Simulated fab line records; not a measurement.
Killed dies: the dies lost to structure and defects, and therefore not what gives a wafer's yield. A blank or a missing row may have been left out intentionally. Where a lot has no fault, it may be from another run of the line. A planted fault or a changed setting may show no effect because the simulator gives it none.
fab line records	flow nand-harc
[record] lots = 14	wafers = 42	last-day = 25
route steps=1159 shown P_GATE@148 P_CONTACT@217
lots with no fault: from the same line, run without faults
start-h: hours from the record's first day to the start of the lot's first wafer shown	wait-h: hours from the lot's prior step to this one	" the same as in the row above	L1.1+2: several wafers, shown together as one row	- either no value or no given start	* or withheld: withheld	< > ~ a bound
route shown NAME@n: names a module that has steps shown in the file, with the first one's number in the route	usual: average and standard deviation across the fault-free wafers	same: alike in all rows	chamber/n: place in a boat	sites: each site's reading	_std_site: how widely they spread, as a standard deviation	_edge_site: the outer-site mean with the inner-site mean subtracted	radius-mm: how far each site lies from the wafer's centre	mask NAME#n: copy n	behind: the most recent tool/chamber to have shaped the wafer	hold: cause of the lot's hold/its duration in hours/its outcome	device: which transistor (n, p or np) failed to switch	end of line: tests of these same wafers at the route's end	a step given without rows: its recipe and nothing more	killed: not the wafer's yield, but the dies lost to structure and defects at the first sort	map: shows each die of a wafer: x if killed, . if not, _ if none is there
set.NAME: the setting the step ran with; set.NAME@STEP: the setting that earlier step ran with	model.NAME: the simulator's own value behind a step, which no gauge read
steps of the route over a sample of lots; a table a step, a row a wafer
services: the hour from which a tool's chamber was out of use, counted from the record's first day as start-h (under 0 if before that day), plus the number of hours and why
[[steps]]
[step NHARC_P_GATE_ETCH_114]
[recipe] target-depth-a = 300	overetch-a = 30	time-s = 16.5	ion-energy-ev = 100	cf4-flow-sccm = 80	o2-flow-sccm = 20	ar-flow-sccm = 0	rf-w = 300	bias-w = 100	chemistry = CF4/O2
[usual] drypump-motor-current-A = 5.7/0.39	oes-product-au = 0.996/0.015	rf-vpp-V = 198.0/1.2	showerhead-plenum-p-Torr = 1.34/0.043	throttle-valve-pct = 13.398/0.0099
lot.wafer	tool	chamber	start-h	wait-h	drypump-motor-current-A	oes-product-au	rf-hours-counter-h	rf-vpp-V	showerhead-plenum-p-Torr	throttle-valve-pct
L818.3	rie-diel-13	2	-	-	5.8	0.998	28	197.1	1.33	13.402
L818.2	"	3	"	"	5.8	0.978	26	197.5	1.36	13.407
L818.1	"	1	"	"	5.6	1.003	28	199.0	1.41	13.398
L819.1	rie-diel-01	0	-	-	5.8	1.018	53	199.7	1.39	13.405
L819.3	"	1	"	"	5.0	1.011	52	198.1	1.32	13.401
L819.5	"	0	"	"	5.9	1.008	-	198.9	1.39	13.400
L821.3	rie-diel-01	1	-	-	5.0	1.016	54	198.1	1.32	13.415
L821.4	"	3	"	"	6.6	1.008	42	199.2	1.41	13.387
L821.6	"	2	"	"	5.2	1.034	-	198.1	1.38	13.403
L823.3	rie-diel-13	0	-	-	5.7	0.999	4	194.9	1.25	13.407
L823.2	"	1	"	"	5.5	0.997	4	198.5	1.40	13.389
L823.4	"	1	"	"	5.5	1.000	-	200.3	1.40	13.390
L825.2	rie-diel-13	1	-	-	5.6	1.014	5	199.8	1.40	13.391
L825.1	"	3	"	"	5.9	0.999	4	198.0	1.36	13.414
L825.5	"	0	"	"	5.6	1.002	-	195.2	1.24	13.392
L826.2	rie-diel-06	3	-	-	6.4	0.975	25	198.1	1.32	13.397
L826.1	"	1	"	"	5.1	0.983	21	198.1	1.33	13.412
L826.5	"	3	"	"	6.4	0.974	-	197.9	1.32	13.418
L827.1	rie-diel-06	3	-	-	6.4	0.991	25	198.4	1.32	13.392
L827.5	"	3	"	"	6.4	0.987	-	198.6	1.32	13.412
L827.6	"	0	"	"	5.6	0.968	-	198.8	1.34	13.386
L829.3	rie-diel-13	1	-	-	5.6	1.013	11	199.8	1.40	13.389
L829.1	"	2	"	"	5.8	1.010	8	198.2	1.33	13.385
L829.5	"	3	"	"	5.8	0.998	-	197.7	1.36	13.380
L828.2	rie-diel-13	1	-	-	5.5	0.996	11	199.9	1.40	13.401
L828.6	"	1	"	"	5.5	0.994	-	200.1	1.40	13.388
L828.5	"	2	"	"	5.9	1.007	-	198.3	1.33	13.420
L833.3	rie-diel-13	2	-	-	5.8	0.995	12	196.7	1.33	13.379
L833.1	"	3	"	"	5.9	0.996	12	200.6	1.36	13.393
L833.5	"	3	"	"	5.8	1.011	-	197.2	1.36	13.395
L836.1	rie-diel-06	2	-	-	5.9	0.989	45	197.6	1.33	13.391
L836.3	"	3	"	"	6.4	0.986	46	198.1	1.32	13.384
L836.4	"	2	"	"	5.9	0.977	-	197.5	1.33	13.392
L838.3	rie-diel-06	1	-	-	5.1	0.998	42	197.7	1.33	13.400
L838.5	"	0	"	"	5.6	0.985	-	197.7	1.34	13.391
L838.6	"	1	"	"	5.1	1.003	-	196.7	1.33	13.383
L839.3	rie-diel-06	1	-	-	5.1	0.994	43	199.0	1.33	13.399
L839.1	"	3	"	"	6.4	0.986	53	198.7	1.32	13.395
L839.2	"	0	"	"	5.6	0.982	52	197.9	1.34	13.405
L840.1	rie-diel-13	0	-	-	5.6	0.992	15	195.1	1.24	13.392
L840.3	"	3	"	"	5.9	0.992	19	198.6	1.35	13.393
L840.4	"	1	"	"	5.5	1.013	-	199.5	1.40	13.389
[step NHARC_P_GATE_DESCUM_48]
[recipe] time-s = 3	o2-flow-sccm = 200	ar-flow-sccm = 0	bias-power-w = 0	chemistry = O2
[usual] drypump-motor-current-A = 5.7/0.4	oes-product-au = 0.996/0.014	rf-vpp-V = 57.9/0.79	showerhead-plenum-p-Torr = 1.93/0.06	throttle-valve-pct = 11.311/0.0081
lot.wafer	tool	chamber	start-h	wait-h	drypump-motor-current-A	oes-product-au	rf-hours-counter-h	rf-vpp-V	showerhead-plenum-p-Torr	throttle-valve-pct
L818.2	rie-diel-06	1	103.21	-	5.1	1.009	8	58.1	1.91	11.329
L818.3	"	3	"	"	6.4	0.992	11	58.7	1.90	11.306
L818.1	"	0	"	"	5.6	0.972	10	56.9	1.93	11.316
L819.1	rie-diel-13	0	122.28	-	5.7	0.983	3	56.1	1.78	11.312
L819.3	"	1	"	"	5.6	0.994	3	57.2	2.02	11.310
L819.5	"	1	"	"	5.6	1.009	-	58.3	2.02	11.310
L821.3	rie-diel-06	1	127.98	-	5.1	0.998	17	58.1	1.91	11.311
L821.4	"	2	"	"	5.9	0.992	19	57.9	1.91	11.308
L821.6	"	3	"	"	6.4	0.981	-	57.4	1.90	11.315
L823.3	rie-diel-06	2	141.39	-	5.9	0.972	22	58.1	1.91	11.306
L823.4	"	3	"	"	6.4	0.980	23	57.5	1.90	11.331
L823.2	"	1	"	"	5.1	1.004	19	57.3	1.91	11.316
L825.1	rie-diel-01	2	157.05	-	5.2	1.012	5	59.0	1.98	11.301
L825.2	"	1	"	"	5.0	1.004	5	57.4	1.89	11.311
L825.5	"	2	"	"	5.2	1.024	-	59.1	1.98	11.311
L826.1	rie-diel-13	3	160.91	-	5.8	1.007	7	57.7	1.95	11.319
L826.2	"	1	"	"	5.5	1.004	8	59.8	2.01	11.314
L826.5	"	3	"	"	5.8	1.007	-	56.3	1.95	11.309
L827.1	rie-diel-06	0	165.27	-	5.6	0.970	29	58.9	1.92	11.297
L827.6	"	1	"	"	5.1	0.997	-	58.7	1.90	11.303
L827.5	"	2	"	"	5.8	0.987	-	57.8	1.90	11.319
L829.1	rie-diel-06	0	179.51	-	5.6	0.970	35	58.6	1.92	11.321
L829.3	"	1	"	"	5.1	1.003	34	58.3	1.90	11.313
L829.5	"	2	"	"	5.9	0.972	-	56.9	1.90	11.319
L828.2	rie-diel-06	3	180.08	-	6.4	0.989	37	56.0	1.89	11.308
L828.5	"	0	"	"	5.6	0.965	-	57.8	1.92	11.310
L828.6	"	1	"	"	5.1	1.002	-	56.4	1.90	11.302
L833.1	rie-diel-13	1	202.75	-	5.6	1.017	18	57.7	2.01	11.313
L833.3	"	1	"	"	5.5	1.013	-	58.5	2.01	11.311
L833.5	"	1	"	"	5.6	1.018	-	58.8	2.01	11.306
L836.1	rie-diel-01	1	215.57	-	5.0	1.023	30	58.2	1.88	11.301
L836.4	"	2	"	"	5.2	1.013	30	59.3	1.97	11.309
L836.3	"	3	"	"	6.6	1.004	32	57.9	2.01	11.308
L838.3	rie-diel-01	3	228.09	-	6.6	0.996	36	59.0	2.01	11.316
L838.5	"	3	"	"	6.6	0.982	-	58.0	2.01	11.313
L838.6	"	0	"	"	5.8	0.982	-	58.7	1.99	11.292
L839.1	rie-diel-01	2	232.70	-	5.1	0.998	37	58.5	1.97	11.311
L839.2	"	0	"	"	5.9	0.979	38	59.3	1.98	11.310
L839.3	"	1	"	"	5.0	1.010	37	56.8	1.88	11.303
L840.4	rie-diel-13	0	243.20	-	5.7	0.994	17	57.2	1.78	11.301
L840.3	"	1	"	"	5.5	1.006	26	58.2	2.01	11.311
L840.1	"	2	"	"	5.8	0.994	22	57.8	1.90	11.314
[step NHARC_P_CONTACT_DEP_30]
[recipe] target-thk-a = 300	temp-c = 400	target-thk-nm = 30	flow-sccm = 200	rf-w = 450	material = SiNx
[usual] heater-power-w = 700/70
lot.wafer	tool	chamber	start-h	wait-h	heater-power-w
L818.2	pecvd-02	0	110.15	0.1	829
L818.3	"	1	"	"	725
L818.1	"	2	"	"	732
L819.1	pecvd-02	1	128.82	0.1	683
L819.3	"	2	"	"	582
L819.5	"	2	"	"	596
L821.3	pecvd-01	1	134.16	0.1	604
L821.6	"	1	"	"	604
L821.4	"	2	"	"	735
L823.2	pecvd-04	0	147.89	0.1	715
L823.3	"	1	"	"	604
L823.4	"	2	"	"	752
L825.1	pecvd-04	1	164.34	0.1	661
L825.2	"	2	"	"	788
L825.5	"	2	"	"	769
L826.2	pecvd-04	2	169.09	0.1	701
L826.1	"	0	"	"	601
L826.5	"	1	"	"	666
L827.1	pecvd-02	0	173.10	0.1	831
L827.6	"	2	"	"	734
L827.5	"	0	"	"	828
L829.1	pecvd-01	0	197.61	0.1	635
L829.3	"	1	"	"	753
L829.5	"	1	"	"	582
L829.1	pecvd-01	0	198.08	-	615
L829.3	"	1	"	"	740
L829.5	"	1	"	"	610
L828.2	pecvd-01	2	198.42	0.1	738
L828.5	"	1	"	"	692
L828.6	"	2	"	"	731
L833.3	pecvd-04	1	210.41	0.1	656
L833.1	"	2	"	"	690
L833.5	"	1	"	"	659
L833.3	pecvd-04	1	210.87	-	645
L833.1	"	2	"	"	677
L833.5	"	1	"	"	681
L836.1	pecvd-04	1	222.94	0.1	576
L836.3	"	0	"	"	653
L836.4	"	0	"	"	664
L838.3	pecvd-04	1	235.28	0.1	673
L838.5	"	0	"	"	669
L838.6	"	2	"	"	723
L839.2	pecvd-02	0	240.71	0.1	812
L839.3	"	1	"	"	608
L839.1	"	2	"	"	645
L840.1	pecvd-02	0	249.93	0.3	818
L840.3	"	1	"	"	613
L840.4	"	2	"	"	666
[step NHARC_P_CONTACT_CMP_01]
[recipe] target-thk-nm = 200	material = SiO2
[usual] motor-current-A = 12.3/1.4
lot.wafer	tool	chamber	start-h	wait-h	motor-current-A
L818.2	cmp-02	2	110.87	-	10.6
L818.3	"	0	"	"	11.8
L818.1	"	1	"	"	10.4
L819.1	cmp-03	1	129.52	-	13.5
L819.3	"	2	"	"	11.8
L819.5	"	0	"	"	15.4
L821.4	cmp-01	1	134.86	-	13.3
L821.3	"	2	"	"	12.9
L821.6	"	1	"	"	14.1
L823.3	cmp-02	0	148.59	-	12.3
L823.2	"	1	"	"	10.2
L823.4	"	2	"	"	10.5
L825.1	cmp-02	1	165.01	-	10.2
L825.2	"	3	"	"	10.6
L825.5	"	2	"	"	10.4
L826.1	cmp-02	2	169.80	-	10.4
L826.2	"	1	"	"	10.2
L826.5	"	3	"	"	11.0
L827.1	cmp-02	0	173.77	-	12.5
L827.6	"	0	"	"	11.9
L827.5	"	1	"	"	10.3
L829.1	cmp-03	3	198.78	-	12.7
L829.3	"	1	"	"	13.7
L829.5	"	2	"	"	11.7
L828.2	cmp-01	0	199.13	-	11.8
L828.6	"	1	"	"	14.3
L828.5	"	2	"	"	12.6
L833.1	cmp-01	1	211.55	-	14.3
L833.3	"	3	"	"	11.6
L833.5	"	2	"	"	12.5
L836.1	cmp-02	2	223.69	-	10.3
L836.4	"	3	"	"	10.5
L836.3	"	0	"	"	12.0
L838.3	cmp-01	1	236.00	-	13.7
L838.5	"	3	"	"	12.0
L838.6	"	0	"	"	11.5
L839.2	cmp-01	0	241.43	-	11.3
L839.1	"	2	"	"	13.1
L839.3	"	3	"	"	11.7
L840.1	cmp-01	2	250.65	-	12.9
L840.3	"	3	"	"	11.8
L840.4	"	1	"	"	13.3
[[services]]
tool	chamber	start-h	hours	kind
rie-diel-01	3	73.30	19.1	repair
cmp-01	-	81.60	4.0	pm
cmp-02	-	84.87	1.4	repair
rie-diel-13	-	99.03	9.0	pm
cmp-01	-	104.03	11.6	repair
rie-diel-13	2	113.36	9.5	repair
rie-diel-01	2	122.17	4.6	repair
rie-diel-13	3	124.27	5.6	repair
cmp-01	-	126.80	0.5	repair
cmp-02	-	128.50	4.0	pm
cmp-01	-	129.36	1.6	repair
rie-diel-01	1	132.81	3.8	repair
rie-diel-01	-	137.80	9.0	pm
rie-diel-13	0	175.66	35.2	repair
cmp-01	-	179.60	4.0	pm
pecvd-04	-	195.00	13.0	pm
rie-diel-13	3	195.00	8.4	repair
rie-diel-06	1	197.92	2.2	repair
rie-diel-06	1	200.69	9.4	repair
cmp-01	-	202.92	0.9	repair
rie-diel-06	2	213.47	15.6	repair
cmp-02	-	226.50	4.0	pm
rie-diel-13	2	230.15	8.7	repair
rie-diel-06	-	241.28	9.0	pm
[[key]]
[first-sign] step = NHARC_P_CONTACT_DEP_30	reading = visit	direction = added
effect none on later readings
met-at NHARC_P_CONTACT_DEP_30
struck-lots L829,L833
sort-left-out L829.1,L829.3,L829.5,L833.1,L833.3,L833.5
tester-left-out L829,L833
not-acting-at NHARC_P_GATE_ETCH_114,NHARC_P_GATE_DESCUM_48,NHARC_P_CONTACT_CMP_01
[fault] kind = repeated-step-whole	tool = pecvd-01,pecvd-02,pecvd-04	chamber = -	onset-h = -	steps = NHARC_P_CONTACT_DEP_30	times = 1	scope = struck-lots-only
// tester-left-out: of these lots the tester's yield and bins aren't shown, on N5 and GAA mostly nor the transistor test; their killed dies are dies lost to structure and defects alone, not to doping, threshold or leakage, so they don't give the yield
// sort-left-out: the simulated sort isn't trusted on such a fault, so these wafers' sort isn't shown, and their yield isn't known
